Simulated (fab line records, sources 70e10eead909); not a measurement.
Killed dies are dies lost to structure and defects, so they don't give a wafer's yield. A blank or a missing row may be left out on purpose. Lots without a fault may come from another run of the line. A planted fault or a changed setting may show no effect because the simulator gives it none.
A struck lot beside a sound one | flow nand_harc | 18 steps out of a route of 1302
Sound: wafers L454.1, L454.2, L454.6. Struck: wafers L458.1, L458.2. (L458.4 of the same lot was not struck and is left out.) The cause comes at the end.
At each step with rows: each side's tool, then ch and its chambers, then its first start. Under that, the readings that differ: sound wafers | struck wafers | difference of the means | sigmas: that difference in standard deviations of wafers without a fault.
alike: readings whose means differ by less than 2 such deviations, and words and numbers that are the same on both sides. not compared: withheld readings, readings that some wafer has no value for, bounds like >300 that may hide the same value, and numbers for which the record gives no deviation and whose values overlap.
The two part at a step that has a row with sigmas, a row that says differs or no value, or rows on one side only. Numbers that don't overlap but have no deviation are shown without sigmas and don't part them. A reading that every wafer of one side lacks parts them only if that side has two wafers or more.

first, 1 step without rows for these wafers: NHARC_A_CONTACT_SRD_22.
NHARC_A_CONTACT_INSPECT_23:
  sound on defect_inspect-01, day 26 17:31; struck on defect_inspect-01, day 28 17:00
  alike: raw_defect_count
then, 9 steps without rows for these wafers: NHARC_A_BLC_DEHYDRATE_00 (time 120 s); NHARC_A_BLC_HMDS_01 (time 30 s); NHARC_A_BLC_COAT_02 (time 75 s); NHARC_A_BLC_COAT_03 (time 65 s); NHARC_A_BLC_COAT_04 (resist thk 90 nm); NHARC_A_BLC_SOFTBAKE_05 (time 55 s); NHARC_A_BLC_EBR_06; NHARC_A_BLC_EXPOSE_07 (exposes mask A BLC, target cd 100 nm); NHARC_A_BLC_PEB_08 (peb time 65 s).
NHARC_A_BLC_DEVELOP_09: develop time 35 s.
  sound on litho_track-06 ch 0, day 26 17:00; struck on litho_track-06 ch 0, day 28 17:00
NHARC_A_BLC_CD_MEAS_10: target cd 100 nm.
  sound on cd_sem-03 ch 0, day 26 17:53; struck on cd_sem-03 ch 0, day 28 17:30
  alike: cd_nm
NHARC_A_BLC_OVL_MEAS_11:
  sound on overlay-01, day 26 17:59; struck on overlay-02, day 28 17:35
  alike: overlay_x_nm, overlay_y_nm
NHARC_A_BLC_INSPECT_12:
  sound on defect_inspect-01, day 26 18:01; struck on defect_inspect-02, day 28 17:38
  alike: raw_defect_count
NHARC_A_BLC_DESCUM_15: chemistry O2, time 3 s.
  sound on rie_diel-07 ch 0,1,2, day 26 18:05; struck on rie_diel-07 ch 1,3, day 28 17:41
  alike: chamber_pressure_mTorr, drypump_motor_current_A, oes_product_au, rf_vpp_V, showerhead_plenum_p_Torr, throttle_valve_pct
  not compared: rf_hours_counter_h, model.A_BLC.cd_nm
NHARC_A_BLC_ETCH_16: etches the open film in CF4, target depth 39 nm, time 65 s.
  sound on rie_diel-07 ch 2,3, day 26 18:10; struck on rie_diel-07 ch 1,3, day 28 17:47
  alike: bias_w, chamber_pressure_mTorr, drypump_motor_current_A, oes_product_au, rf_vpp_V, showerhead_plenum_p_Torr, throttle_valve_pct
  not compared: rf_hours_counter_h, model.A_BLC.cd_nm
NHARC_A_BLC_ETCH_17: etches the open film in N2/H2, target depth 390 nm, time 609.38 s.
  sound on rie_diel-07 ch 0,3; struck on rie_diel-07 ch 1,3
  alike: bias_w, chamber_pressure_mTorr, drypump_motor_current_A, oes_product_au, rf_vpp_V, showerhead_plenum_p_Torr, throttle_valve_pct
  not compared: rf_hours_counter_h

WHERE THEY PART
Nowhere in this record.

WHY: what the simulator had put in
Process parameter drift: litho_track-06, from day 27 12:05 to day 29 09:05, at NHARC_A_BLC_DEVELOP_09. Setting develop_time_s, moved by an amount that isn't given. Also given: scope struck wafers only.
